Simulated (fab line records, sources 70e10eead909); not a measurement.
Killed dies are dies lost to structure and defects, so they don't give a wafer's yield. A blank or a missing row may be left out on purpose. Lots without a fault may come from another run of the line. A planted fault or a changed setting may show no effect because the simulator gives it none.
fab line records | flow nand_harc
record lots=24 wafers=72 last_day=24
route steps=1159 shown A_CHANNEL_FILL_D1@492 A_STAIRCASE@547
lots that met no fault: from a run of the same line without faults
start_h: hours from the record's first day to the start of the lot's first wafer shown | wait_h: hours since the lot's step before | " the same as in the row above | L1.1+2: a row that stands for several wafers | - no value, or no start given | * or withheld: withheld | < > ~ a bound
route shown NAME@n: a module of which the file shows steps, and the number in the route of the first | usual: mean/standard deviation of fault-free wafers | same: alike in all rows | chamber/n: place in a boat | sites: the reading at each site | _std_site: their standard deviation | _edge_site: outer sites' mean less inner sites' | radius_mm: how far each site lies from the wafer's centre | mask NAME#n: copy n | behind: the tool/chamber that last shaped the wafer | hold: why the lot was held/for how many hours/how that ended | device: the transistor (n, p or np) that didn't switch | end of line: the same wafers' tests at the end of the route | a step without rows: its recipe alone | killed: dies lost to structure and defects at the first sort, not the wafer's yield | map: a wafer's dies, x killed, . not, _ none there
set.NAME: the setting as run; set.NAME@STEP: as run at that earlier step | model.NAME: the simulator's own value behind a step, which no gauge read
steps of the route over a sample of lots; a table a step, a row a wafer
services: from which hour (start_h, from the record's first day; less than 0 if before it) a tool's chamber was out of use, for how many hours, and why
## steps
# step NHARC_A_CHANNEL_FILL_D1_ALD_02
# recipe target_thk_a=60 pulse_time_s=10 ald_cycles=60 temp_c=300 material=SiO2
# usual heater_power_w=479/46 precursor_pulse_height_rel=1.000/0.02
# columns lot.wafer tool chamber start_h wait_h heater_power_w precursor_pulse_height_rel
L074.2 ald_hk-04 1 182.56 - 450 1.003
L074.3 " 2 " " 464 1.008
L074.1 " 3 " " 472 1.016
L076.1 ald_hk-02 1 190.03 - 446 0.997
L076.3 " 2 " " 493 0.983
L076.2 " 3 " " 415 0.982
L075.3 ald_hk-02 3 191.93 - 407 1.002
L075.2 " 1 " " 457 1.010
L075.5 " 3 " " 417 0.983
L077.3 ald_hk-02 0 194.08 - 520 1.016
L077.2 " 1 " " 444 1.020
L077.5 " 3 " " 413 0.998
L079.2 ald_hk-02 3 208.43 - 399 0.988
L079.5 " 1 " " 438 1.023
L079.6 " 2 " " 504 1.001
L080.1 ald_hk-04 2 209.03 - 484 0.984
L080.2 " 3 " " 455 0.992
L080.4 " 0 " " 481 1.006
L078.2 ald_hk-03 3 212.76 - 571 1.017
L078.4 " 0 " " 452 0.993
L078.5 " 1 " " 462 1.037
L081.3 ald_hk-02 2 217.07 - 497 1.000
L081.5 " 1 " " 448 1.029
L081.6 " 2 " " 504 1.018
L082.1 ald_hk-04 1 227.74 - 412 0.995
L082.4 " 2 " " 497 0.988
L082.5 " 1 " " 410 1.026
L083.1 ald_hk-03 1 235.12 - 457 1.016
L083.6 " 3 " " 592 1.011
L083.5 " 0 " " 449 0.982
L085.3 ald_hk-03 0 251.31 - 467 1.014
L085.2 " 1 " " 450 0.975
L085.5 " 0 " " 463 1.003
L084.4 ald_hk-04 2 251.46 - 487 1.008
L084.5 " 3 " " 464 0.981
L084.6 " 0 " " 482 0.992
L086.3 ald_hk-02 2 255.99 - 493 1.026
L086.1 " 0 " " 521 0.993
L086.2 " 1 " " 437 0.982
L087.3 ald_hk-03 3 256.47 - 595 0.990
L087.5 " 1 " " 465 1.012
L087.6 " 2 " " 478 0.976
L089.3 ald_hk-04 0 275.04 - 502 1.038
L089.2 " 1 " " 417 0.992
L089.5 " 2 " " 481 0.969
L088.3 ald_hk-02 2 275.26 - 502 0.965
L088.5 " 1 " " 453 1.013
L088.6 " 2 " " 513 1.036
L093.3 ald_hk-03 0 285.13 - 462 1.032
L093.1 " 1 " " 460 0.998
L093.6 " 2 " " 482 0.997
L091.4 ald_hk-04 0 285.33 0.1 480 1.005
L091.3 " 2 " " 480 0.999
L091.1 " 3 " " 477 1.003
L090.1 ald_hk-03 2 290.90 - 492 1.010
L090.4 " 1 " " 461 1.012
L090.5 " 2 " " 486 0.965
L092.4 ald_hk-04 0 290.95 - 488 1.012
L092.1 " 1 " " 420 0.970
L092.2 " 2 " " 486 0.969
L094.2 ald_hk-03 0 298.40 - 459 0.995
L094.3 " 1 " " 465 0.977
L094.4 " 2 " " 485 1.005
L096.1 ald_hk-03 3 315.39 - 587 1.024
L096.5 " 3 " " 588 1.005
L096.6 " 0 " " 458 0.978
L095.3 ald_hk-03 2 319.45 - 503 1.020
L095.5 " 3 " " 584 1.003
L095.6 " 0 " " 456 0.976
L097.1 ald_hk-04 2 323.40 - 477 1.027
L097.3 " 0 " " 491 1.017
L097.2 " 1 " " 424 1.015
# step NHARC_A_CHANNEL_FILL_D1_ALD_15
# recipe target_thk_a=20 pulse_time_s=60 ald_cycles=19 temp_c=630 pressure_torr=2 material=SiNx
# usual precursor_pulse_height_rel=1.003/0.019
# columns lot.wafer tool chamber start_h wait_h precursor_pulse_height_rel
L074.1 ald_sin_batch-01 0 - - 1.003
L074.2 " 0 " " 0.985
L074.3 " 0 " " 0.981
L075.2 ald_sin_batch-01 0 - - 1.009
L075.3 " 0 " " 0.994
L075.5 " 0 " " 0.978
L076.1 ald_sin_batch-01 0 - - 1.053
L076.2 " 0 " " 0.985
L076.3 " 0 " " 0.988
L077.2 ald_sin_batch-02 0 - - 0.990
L077.3 " 0 " " 0.997
L077.5 " 0 " " 1.018
L079.2 ald_sin_batch-02 0 - - 1.015
L079.5 " 0 " " 0.982
L079.6 " 0 " " 0.980
L080.1 ald_sin_batch-02 0 - - 0.978
L080.2 " 0 " " 1.029
L080.4 " 0 " " 0.994
L078.2 ald_sin_batch-03 0 - - 0.988
L078.4 " 0 " " 1.012
L078.5 " 0 " " 0.994
L081.3 ald_sin_batch-02 0 - - 0.971
L081.5 " 0 " " 0.996
L081.6 " 0 " " 1.031
L082.1 ald_sin_batch-02 0 - - 1.013
L082.4 " 0 " " 0.983
L082.5 " 0 " " 1.004
L083.1 ald_sin_batch-01 0 - - 0.992
L083.5 " 0 " " 1.021
L083.6 " 0 " " 1.004
L084.4 ald_sin_batch-02 0 - - 0.994
L084.5 " 0 " " 0.963
L084.6 " 0 " " 0.991
L085.2 ald_sin_batch-02 0 - - 0.991
L085.3 " 0 " " 1.041
L085.5 " 0 " " 0.989
L086.1 ald_sin_batch-01 0 - - 0.997
L086.2 " 0 " " 0.964
L086.3 " 0 " " 0.985
L087.3 ald_sin_batch-01 0 - - 0.998
L087.5 " 0 " " 1.002
L087.6 " 0 " " 0.976
L088.3 ald_sin_batch-02 0 - - 0.981
L088.5 " 0 " " 0.999
L088.6 " 0 " " 0.993
L089.2 ald_sin_batch-02 0 - - 0.992
L089.3 " 0 " " 1.001
L089.5 " 0 " " 0.974
L091.1 ald_sin_batch-02 0 - - 0.997
L091.3 " 0 " " 0.998
L091.4 " 0 " " 1.010
L093.1 ald_sin_batch-02 0 - - 1.028
L093.3 " 0 " " 1.009
L093.6 " 0 " " 0.994
L090.1 ald_sin_batch-02 0 - - 1.009
L090.4 " 0 " " 1.014
L090.5 " 0 " " 1.000
L092.1 ald_sin_batch-02 0 - - 0.997
L092.2 " 0 " " 1.012
L092.4 " 0 " " 1.040
L094.2 ald_sin_batch-01 0 - - 0.988
L094.3 " 0 " " 1.021
L094.4 " 0 " " 1.011
L096.1 ald_sin_batch-02 0 - - 1.007
L096.5 " 0 " " 1.016
L096.6 " 0 " " 1.009
L095.3 ald_sin_batch-02 0 - - 0.990
L095.5 " 0 " " 1.004
L095.6 " 0 " " 1.037
L097.1 ald_sin_batch-02 0 - - 1.023
L097.2 " 0 " " 1.003
L097.3 " 0 " " 1.019
# step NHARC_A_CHANNEL_FILL_D1_STRIP_29
# recipe time_s=20 o2_flow_sccm=500 ar_flow_sccm=0 bias_w=0 chemistry=O2
# usual drypump_motor_current_A=6.0/0.44 o2_flow_sccm=500.1/1.7 oes_product_au=0.996/0.0095 rf_vpp_V=57.7/0.9 showerhead_plenum_p_Torr=3.48/0.14 throttle_valve_pct=17.037/0.0086
# columns lot.wafer tool chamber start_h wait_h drypump_motor_current_A o2_flow_sccm oes_product_au rf_hours_counter_h rf_vpp_V showerhead_plenum_p_Torr throttle_valve_pct
L074.1 rie_diel-13 0 - - 6.1 499.6 0.991 3 57.7 3.40 17.026
L074.2 " 1 " " 5.9 503.4 0.981 3 58.7 3.57 17.044
L074.3 " 2 " " 5.9 500.5 1.004 3 58.2 3.35 17.059
L076.3 rie_diel-13 3 - - 6.6 502.6 0.986 3 57.8 3.59 17.029
L076.1 " 0 " " 6.1 500.0 0.990 4 57.3 3.40 17.034
L076.2 " 1 " " 6.0 501.6 0.991 3 57.7 3.57 17.024
L075.3 rie_diel-13 2 - - 6.0 499.4 1.000 3 56.9 3.35 17.048
L075.2 " 0 " " 6.1 500.2 0.991 4 57.3 3.40 17.044
L075.5 " 3 " " 6.6 502.9 0.996 - 58.0 3.59 17.039
L077.3 rie_diel-13 2 - - 6.0 500.6 0.999 3 58.7 3.35 17.033
L077.2 " 0 " " 6.1 499.6 0.990 4 57.2 3.40 17.025
L077.5 " 3 " " 6.6 497.2 0.992 - 57.9 3.59 17.038
L080.2 rie_diel-06 1 - - 5.3 498.4 1.000 0 57.4 3.39 17.023
L080.1 " 2 " " 5.7 499.3 1.000 0 56.8 3.30 17.037
L080.4 " 3 " " 6.6 499.0 0.975 0 59.3 3.51 17.037
L078.2 rie_diel-13 1 - - 6.0 497.4 0.992 4 55.5 3.57 17.034
L078.4 " 3 " " 6.6 498.2 1.005 4 59.1 3.59 17.056
L078.5 " 2 " " 5.9 500.2 1.017 - 57.0 3.35 17.031
L079.2 rie_diel-06 2 - - 5.7 500.2 1.007 0 55.0 3.30 17.027
L079.6 " 1 " " 5.3 501.7 1.002 - 57.6 3.39 17.030
L079.5 " 2 " " 5.7 497.8 0.996 - 57.8 3.30 17.027
L081.3 rie_diel-06 0 - - 5.6 502.1 1.004 0 58.1 3.78 17.031
L081.6 " 0 " " 5.6 501.6 0.994 - 58.0 3.78 17.028
L081.5 " 1 " " 5.4 502.4 1.003 - 56.1 3.39 17.044
L082.1 rie_diel-13 3 - - 6.7 500.3 1.000 4 58.3 3.59 17.052
L082.4 " 1 " " 6.0 500.2 0.995 4 57.9 3.57 17.032
L082.5 " 2 " " 6.0 500.9 1.005 - 57.5 3.35 17.034
L083.1 rie_diel-02 2 - - 5.4 501.2 0.997 21 57.0 3.49 17.036
L083.6 " 0 " " 4.7 500.0 0.986 - 56.5 3.63 17.039
L083.5 " 1 " " 5.4 498.8 0.987 - 59.1 3.49 17.027
L084.4 rie_diel-13 1 - - 5.9 498.6 1.000 0 56.8 3.57 17.042
L084.6 " 1 " " 6.0 496.5 1.005 - 58.7 3.57 17.040
L084.5 " 2 " " 6.0 499.6 0.996 - 56.9 3.35 17.033
L085.2 rie_diel-06 0 292.76 0.1 5.6 501.3 1.006 2 59.5 3.78 17.035
L085.3 " 2 " " 5.7 500.0 1.008 2 57.1 3.30 17.044
L085.5 " 0 " " 5.6 501.1 1.001 - 58.6 3.78 17.042
L086.3 rie_diel-13 3 300.50 0.1 6.6 501.0 0.991 0 57.4 3.59 17.036
L086.1 " 0 " " 6.2 497.5 0.990 0 56.3 3.40 17.025
L086.2 " 1 " " 6.0 497.7 0.999 0 59.1 3.57 17.027
L087.3 rie_diel-06 0 300.54 0.1 5.6 504.0 1.000 2 58.4 3.78 17.031
L087.6 " 3 " " 6.6 498.4 1.003 - 57.8 3.51 17.051
L087.5 " 0 " " 5.6 504.1 0.997 - 57.9 3.78 17.056
L089.3 rie_diel-06 3 - - 6.6 499.2 0.995 3 57.9 3.51 17.051
L089.2 " 0 " " 5.6 498.8 0.996 3 59.8 3.78 17.024
L089.5 " 1 " " 5.3 500.0 1.023 - 57.9 3.39 17.036
L088.3 rie_diel-13 3 - - 6.7 501.0 0.993 1 59.9 3.59 17.035
L088.6 " 0 " " 6.1 500.4 0.983 - 58.1 3.40 17.036
L088.5 " 1 " " 6.0 499.1 0.991 - 56.6 3.57 17.040
L091.4 rie_diel-13 0 - - 6.1 498.7 0.989 1 56.8 3.40 17.036
L091.3 " 2 " " 5.9 501.0 0.996 1 57.6 3.35 17.026
L091.1 " 3 " " 6.6 500.2 0.983 1 57.1 3.59 17.023
L093.3 rie_diel-06 2 - - 5.7 501.4 0.987 3 58.3 3.30 17.036
L093.1 " 0 " " 5.6 502.2 0.982 3 59.0 3.78 17.040
L093.6 " 2 " " 5.7 501.4 0.992 - 58.1 3.30 17.046
L090.1 rie_diel-06 3 - - 6.6 500.1 0.997 3 57.4 3.51 17.035
L090.4 " 0 " " 5.6 498.4 0.993 3 57.7 3.78 17.039
L090.5 " 3 " " 6.6 500.7 0.995 - 57.1 3.51 17.037
L092.2 rie_diel-06 2 - - 5.7 499.9 0.995 3 56.0 3.30 17.043
L092.4 " 3 " " 6.6 499.5 0.990 3 57.5 3.51 17.027
L092.1 " 1 " " 5.4 495.7 1.005 2 56.8 3.39 17.042
L094.2 rie_diel-06 3 - - 6.6 502.2 0.988 3 58.2 3.51 17.025
L094.3 " 1 " " 5.3 501.2 0.993 2 55.9 3.39 17.020
L094.4 " 2 " " 5.7 498.2 0.997 3 58.5 3.30 17.022
L096.1 rie_diel-06 3 - - 6.6 500.0 0.991 4 58.3 3.51 17.041
L096.6 " 1 " " 5.3 501.7 1.019 - 58.9 3.39 17.023
L096.5 " 2 " " 5.7 501.5 1.023 - 57.3 3.30 17.033
L095.3 rie_diel-13 0 - - 6.1 498.7 0.992 2 58.8 3.40 17.038
L095.6 " 3 " " 6.6 498.9 0.983 - 58.4 3.59 17.029
L095.5 " 0 " " 6.1 501.3 0.989 - 58.5 3.40 17.035
L097.2 rie_diel-13 0 - - 6.1 497.9 0.983 2 57.2 3.40 17.039
L097.3 " 2 " " 5.9 499.5 1.003 2 58.4 3.35 17.042
L097.1 " 3 " " 6.6 499.3 0.982 2 57.8 3.59 17.045
# step NHARC_A_STAIRCASE_DESCUM_11
# recipe time_s=3 o2_flow_sccm=200 ar_flow_sccm=0 bias_power_w=0 chemistry=O2
# usual drypump_motor_current_A=5.8/0.58 o2_flow_sccm=200.1/0.56 oes_product_au=1.001/0.013 rf_vpp_V=57.8/0.79 showerhead_plenum_p_Torr=1.92/0.059 throttle_valve_pct=11.312/0.0086
# columns lot.wafer tool chamber start_h wait_h drypump_motor_current_A o2_flow_sccm oes_product_au rf_hours_counter_h rf_vpp_V showerhead_plenum_p_Torr throttle_valve_pct
L074.2 rie_diel-11 0 235.39 - 6.1 200.0 0.982 10 58.2 1.89 11.309
L074.3 " 1 " " 6.4 201.1 0.994 11 58.9 1.97 11.322
L074.1 " 3 " " 5.4 199.5 0.980 11 58.5 1.85 11.330
L076.1 rie_diel-03 2 242.98 - 5.6 199.4 1.005 9 57.9 2.02 11.314
L076.3 " 3 " " 6.7 200.9 0.990 8 58.2 1.90 11.324
L076.2 " 0 " " 5.6 199.9 1.018 10 57.5 2.00 11.307
L075.3 rie_diel-07 3 243.07 - 5.1 200.4 0.988 2 57.5 1.93 11.309
L075.2 " 1 " " 6.6 199.9 1.003 3 58.9 1.91 11.310
L075.5 " 2 " " 6.1 200.1 1.005 - 58.3 1.87 11.315
L077.3 rie_diel-07 2 248.00 - 6.1 200.2 0.996 5 56.7 1.87 11.310
L077.2 " 3 " " 5.1 199.6 0.992 5 57.9 1.93 11.320
L077.5 " 1 " " 6.7 200.2 1.019 - 56.1 1.91 11.318
L080.2 rie_diel-11 0 262.42 - 6.2 199.5 0.983 22 58.4 1.88 11.319
L080.4 " 1 " " 6.4 200.1 1.007 23 58.8 1.97 11.306
L080.1 " 3 " " 5.4 199.8 0.991 23 58.4 1.84 11.319
L079.2 rie_diel-03 1 262.98 - 4.9 201.1 0.988 17 57.6 1.97 11.305
L079.6 " 2 " " 5.7 199.8 1.002 - 57.3 2.02 11.310
L079.5 " 3 " " 6.7 199.8 1.013 - 58.0 1.89 11.313
L078.2 rie_diel-07 2 263.57 - 6.1 199.8 0.999 9 58.9 1.87 11.312
L078.4 " 3 " " 5.1 199.5 0.992 9 57.5 1.93 11.299
L078.5 " 0 " " 5.3 200.1 1.005 - 57.9 1.97 11.330
L081.3 rie_diel-03 0 267.91 - 5.6 200.8 1.001 18 58.5 2.00 11.319
L081.6 " 2 " " 5.6 198.9 0.995 - 57.6 2.02 11.305
L081.5 " 3 " " 6.7 199.5 1.003 - 57.5 1.89 11.316
L082.1 rie_diel-07 0 279.86 - 5.3 200.0 1.014 16 56.6 1.96 11.329
L082.4 " 1 " " 6.6 199.8 1.015 17 57.6 1.90 11.309
L082.5 " 3 " " 5.1 199.2 0.997 - 60.0 1.92 11.314
L083.1 rie_diel-11 3 286.32 - 5.4 200.5 0.982 33 57.8 1.84 11.308
L083.6 " 2 " " 5.6 199.3 1.004 - 56.7 1.80 11.314
L083.5 " 3 " " 5.4 200.9 0.987 - 58.3 1.84 11.319
L084.4 rie_diel-11 3 301.97 - 5.3 199.5 0.976 36 58.2 1.84 11.311
L084.6 " 3 " " 5.3 199.4 0.983 - 58.3 1.84 11.304
L084.5 " 0 " " 6.1 200.6 0.974 - 57.3 1.88 11.308
L085.2 rie_diel-03 0 302.26 - 5.6 198.9 1.008 25 58.6 2.00 11.310
L085.3 " 3 " " 6.7 199.5 1.004 - 57.2 1.89 11.322
L085.5 " 3 " " 6.7 201.0 1.006 - 57.9 1.89 11.320
L086.1 rie_diel-07 1 309.86 - 6.7 199.8 1.013 29 58.3 1.90 11.310
L086.2 " 2 " " 6.1 200.3 1.005 27 56.6 1.87 11.309
L086.3 " 0 " " 5.3 199.4 1.018 29 57.0 1.96 11.313
L087.3 rie_diel-11 1 310.73 - 6.4 200.0 1.006 39 57.8 1.96 11.290
L087.6 " 1 " " 6.4 199.1 1.008 - 58.8 1.96 11.302
L087.5 " 2 " " 5.6 201.4 1.019 - 58.7 1.80 11.315
L089.3 rie_diel-07 2 330.62 - 6.2 199.8 1.000 34 57.8 1.86 11.311
L089.2 " 1 " " 6.6 200.2 1.011 36 58.8 1.90 11.300
L089.5 " 3 " " 5.1 200.0 0.985 - 57.6 1.92 11.315
L088.3 rie_diel-03 0 331.03 - 5.6 199.9 1.002 36 57.8 1.99 11.311
L088.5 " 3 " " 6.7 201.0 1.021 - 56.7 1.89 11.330
L088.6 " 0 " " 5.6 199.8 1.013 - 56.7 1.99 11.314
L091.1 rie_diel-07 3 338.00 - 5.1 199.1 0.987 36 58.1 1.92 11.306
L091.3 " 1 " " 6.7 200.7 1.016 38 56.8 1.90 11.304
L091.4 " 2 " " 6.2 200.2 0.999 36 57.4 1.86 11.321
L093.3 rie_diel-03 3 338.42 - 6.7 199.5 1.005 47 59.7 1.88 11.321
L093.1 " 2 " " 5.7 199.3 0.993 32 59.2 2.02 11.311
L093.6 " 3 " " 6.8 200.3 1.009 - 58.7 1.88 11.297
L092.1 rie_diel-11 1 342.79 - 6.4 200.0 1.000 50 57.8 1.96 11.308
L092.4 " 2 " " 5.6 199.8 1.013 50 56.6 1.79 11.299
L092.2 " 0 " " 6.1 199.8 0.992 55 57.9 1.87 11.310
L090.1 rie_diel-07 3 342.96 - 5.1 201.0 0.974 38 57.4 1.92 11.306
L090.4 " 1 " " 6.6 201.0 1.007 40 58.6 1.89 11.308
L090.5 " 0 " " 5.3 199.3 1.014 - 57.7 1.96 11.313
L094.3 rie_diel-03 3 353.05 - 6.8 199.8 1.019 52 56.7 1.88 11.311
L094.2 " 0 " " 5.6 199.7 1.011 46 56.9 1.99 11.316
L094.4 " 3 " " 6.8 200.5 1.013 - 56.9 1.88 11.304
L096.1 rie_diel-03 0 369.77 - 5.6 200.1 1.013 50 57.0 1.99 11.302
L096.5 " 0 " " 5.6 199.6 1.012 - 57.9 1.99 11.312
L096.6 " 1 " " 4.9 200.5 0.994 - 57.8 1.96 11.321
L095.3 rie_diel-07 2 370.11 - 6.1 200.3 0.999 47 57.0 1.86 11.315
L095.6 " 0 " " 5.3 200.3 1.019 - 57.4 1.95 11.317
L095.5 " 1 " " 6.6 200.1 1.018 - 56.9 1.89 11.316
L097.3 rie_diel-07 3 376.96 - 5.1 201.5 0.986 49 57.3 1.91 11.302
L097.1 " 1 " " 6.7 199.7 1.021 51 56.8 1.89 11.314
L097.2 " 2 " " 6.2 200.2 0.999 50 57.9 1.86 11.321
# step NHARC_A_STAIRCASE_ETCH_19
# recipe target_depth_a=1000 time_s=40.5 ion_energy_ev=400 c4f8_flow_sccm=20 o2_flow_sccm=10 ar_flow_sccm=withheld rf_w=600 bias_w=1000 chemistry=C4F8/O2
# usual oes_product_au=0.944/0.014 rf_vpp_V=896/3.8
# columns lot.wafer tool chamber start_h wait_h oes_product_au rf_hours_counter_h rf_vpp_V
L074.2 rie_diel-11 1 - - 0.936 13 901
L074.1 " 3 " " 0.955 13 892
L074.3 " 0 " " 0.932 12 894
L075.3 rie_diel-07 1 - - 0.970 3 895
L075.2 " 2 " " 0.942 3 893
L075.5 " 0 " " 0.963 - 900
L076.1 rie_diel-03 0 - - 0.945 11 902
L076.2 " 1 " " 0.928 12 900
L076.3 " 2 " " 0.929 10 903
L077.3 rie_diel-07 2 - - 0.925 6 894
L077.2 " 1 " " 0.945 6 895
L077.5 " 2 " " 0.921 - 893
L080.2 rie_diel-11 1 - - 0.947 24 900
L080.1 " 2 " " 0.959 24 889
L080.4 " 3 " " 0.937 24 892
L078.2 rie_diel-07 1 - - 0.951 10 894
L078.4 " 0 " " 0.946 10 900
L078.5 " 1 " " 0.960 - 896
L079.2 rie_diel-03 3 - - 0.943 14 895
L079.6 " 0 " " 0.938 - 901
L079.5 " 1 " " 0.948 - 900
L081.3 rie_diel-03 2 - - 0.925 19 902
L081.5 " 3 " " 0.947 - 894
L081.6 " 0 " " 0.949 - 901
L082.1 rie_diel-07 3 - - 0.958 17 897
L082.4 " 0 " " 0.972 18 898
L082.5 " 1 " " 0.959 - 895
L083.1 rie_diel-11 1 - - 0.947 33 898
L083.5 " 3 " " 0.938 - 892
L083.6 " 0 " " 0.921 - 893
L084.4 rie_diel-11 1 - - 0.930 35 900
L084.6 " 1 " " 0.942 - 898
L084.5 " 2 " " 0.954 - 889
L085.2 rie_diel-03 0 - - 0.945 26 902
L085.3 " 3 " " 0.953 - 895
L085.5 " 0 " " 0.957 - 902
L086.2 rie_diel-07 0 - - 0.956 30 899
L086.1 " 2 " " 0.943 29 892
L086.3 " 3 " " 0.934 29 898
L087.3 rie_diel-11 1 - - 0.930 41 900
L087.6 " 1 " " 0.935 - 899
L087.5 " 2 " " 0.950 - 889
L089.2 rie_diel-07 2 - - 0.946 35 893
L089.3 " 0 " " 0.958 37 900
L089.5 " 3 " " 0.931 - 895
L088.3 rie_diel-03 0 - - 0.980 36 901
L088.5 " 0 " " 0.972 - 902
L088.6 " 1 " " 0.942 - 899
L091.3 rie_diel-07 2 - - 0.955 37 894
L091.1 " 3 " " 0.935 36 895
L091.4 " 0 " " 0.950 38 899
L093.3 rie_diel-03 3 - - 0.955 47 894
L093.1 " 0 " " 0.942 40 901
L093.6 " 3 " " 0.958 - 895
L092.4 rie_diel-11 1 - - 0.950 51 901
L092.1 " 2 " " 0.938 50 889
L092.2 " 3 " " 0.928 55 892
L090.4 rie_diel-07 0 - - 0.953 40 898
L090.1 " 1 " " 0.961 41 895
L090.5 " 3 " " 0.938 - 897
L094.3 rie_diel-03 3 - - 0.954 53 894
L094.2 " 0 " " 0.941 46 901
L094.4 " 3 " " 0.948 - 893
L096.1 rie_diel-03 2 - - 0.940 42 901
L096.5 " 1 " " 0.919 - 900
L096.6 " 2 " " 0.929 - 900
L095.3 rie_diel-07 0 - - 0.965 48 898
L095.5 " 2 " " 0.939 - 893
L095.6 " 3 " " 0.922 - 895
L097.3 rie_diel-07 0 - - 0.938 51 898
L097.2 " 2 " " 0.945 51 893
L097.1 " 3 " " 0.919 50 897
# step NHARC_A_STAIRCASE_ETCH_21
# recipe target_depth_a=1000 time_s=40.5 ion_energy_ev=400 c4f8_flow_sccm=20 o2_flow_sccm=10 ar_flow_sccm=withheld rf_w=600 bias_w=1000 chemistry=C4F8/O2
# usual oes_product_au=0.946/0.016 rf_vpp_V=895/3.6
# columns lot.wafer tool chamber start_h wait_h oes_product_au rf_hours_counter_h rf_vpp_V
L074.3 rie_diel-11 2 - - 0.972 14 889
L074.1 " 3 " " 0.946 13 891
L074.2 " 1 " " 0.939 13 899
L075.2 rie_diel-07 0 - - 0.942 3 898
L075.3 " 1 " " 0.952 4 895
L075.5 " 1 " " 0.951 - 895
L076.1 rie_diel-11 2 - - 0.988 17 889
L076.2 " 3 " " 0.945 16 892
L076.3 " 1 " " 0.961 17 899
L077.3 rie_diel-11 0 - - 0.906 18 894
L077.2 " 1 " " 0.917 19 899
L077.5 " 3 " " 0.922 - 891
L080.4 rie_diel-11 2 - - 0.945 24 889
L080.1 " 3 " " 0.940 24 893
L080.2 " 0 " " 0.939 24 895
L078.4 rie_diel-07 3 - - 0.933 10 896
L078.2 " 1 " " 0.953 10 896
L078.5 " 2 " " 0.937 - 894
L079.2 rie_diel-11 0 - - 0.923 24 893
L079.5 " 2 " " 0.958 - 889
L079.6 " 3 " " 0.952 - 891
L081.3 rie_diel-03 1 - - 0.939 21 899
L081.6 " 1 " " 0.935 - 900
L081.5 " 3 " " 0.956 - 895
L082.4 rie_diel-07 3 - - 0.940 17 898
L082.1 " 2 " " 0.943 18 895
L082.5 " 3 " " 0.933 - 898
L083.1 rie_diel-07 2 - - 0.967 20 894
L083.5 " 0 " " 0.955 - 900
L083.6 " 1 " " 0.961 - 895
L084.4 rie_diel-07 1 - - 0.978 26 895
L084.6 " 1 " " 0.989 - 895
L084.5 " 2 " " 0.955 - 893
L085.2 rie_diel-11 2 - - 0.981 35 888
L085.3 " 3 " " 0.963 36 890
L085.5 " 1 " " 0.967 - 898
L086.2 rie_diel-07 1 - - 0.948 31 895
L086.1 " 2 " " 0.937 29 894
L086.3 " 0 " " 0.958 30 898
L087.3 rie_diel-07 2 - - 0.935 30 893
L087.5 " 0 " " 0.940 - 897
L087.6 " 1 " " 0.947 - 895
L089.2 rie_diel-11 1 - - 0.962 46 898
L089.3 " 3 " " 0.932 50 892
L089.5 " 1 " " 0.964 - 899
L088.3 rie_diel-11 0 - - 0.928 50 893
L088.6 " 0 " " 0.940 - 894
L088.5 " 1 " " 0.951 - 899
L091.4 rie_diel-07 1 - - 0.956 39 894
L091.1 " 2 " " 0.952 37 894
L091.3 " 3 " " 0.939 36 897
L093.1 rie_diel-03 0 - - 0.938 40 900
L093.3 " 1 " " 0.932 41 900
L093.6 " 3 " " 0.955 - 895
L092.1 rie_diel-11 0 - - 0.928 55 893
L092.2 " 1 " " 0.936 51 898
L092.4 " 2 " " 0.957 51 889
L090.4 rie_diel-07 1 - - 0.946 41 896
L090.1 " 2 " " 0.933 39 892
L090.5 " 0 " " 0.961 - 898
L094.3 rie_diel-11 0 - - 0.904 60 893
L094.2 " 2 " " 0.932 56 889
L094.4 " 3 " " 0.918 59 892
L096.1 rie_diel-03 1 - - 0.932 49 900
L096.6 " 1 " " 0.936 - 899
L096.5 " 2 " " 0.945 - 903
L095.3 rie_diel-07 1 - - 0.960 49 895
L095.5 " 0 " " 0.961 - 897
L095.6 " 1 " " 0.962 - 895
L097.2 rie_diel-11 3 - - 0.941 1 891
L097.1 " 0 " " 0.936 1 893
L097.3 " 2 " " 0.939 1 890
## services
# columns tool chamber start_h hours kind
rie_diel-03 2 175.48 10.4 repair
rie_diel-13 2 182.80 5.6 repair
rie_diel-11 - 189.50 9.0 pm
rie_diel-06 3 201.27 4.0 repair
rie_diel-03 - 215.46 9.0 pm
rie_diel-07 2 220.26 4.4 repair
rie_diel-07 - 228.35 9.0 pm
rie_diel-06 3 238.34 8.3 repair
rie_diel-06 - 241.20 9.0 pm
rie_diel-06 - 258.68 5.1 repair
rie_diel-03 0 269.25 10.1 repair
rie_diel-06 1 274.79 1.9 repair
rie_diel-13 - 276.00 9.0 pm
rie_diel-03 - 281.47 2.5 repair
rie_diel-03 2 288.86 36.9 repair
rie_diel-13 2 293.96 6.6 repair
rie_diel-03 1 298.74 9.8 repair
rie_diel-03 0 305.88 5.3 repair
rie_diel-11 - 346.13 0.5 repair
rie_diel-03 1 350.16 4.0 repair
rie_diel-11 - 355.38 0.4 repair
rie_diel-11 1 361.75 2.5 repair
rie_diel-11 - 366.50 9.0 pm
rie_diel-13 1 368.54 4.2 repair
## key
fault none
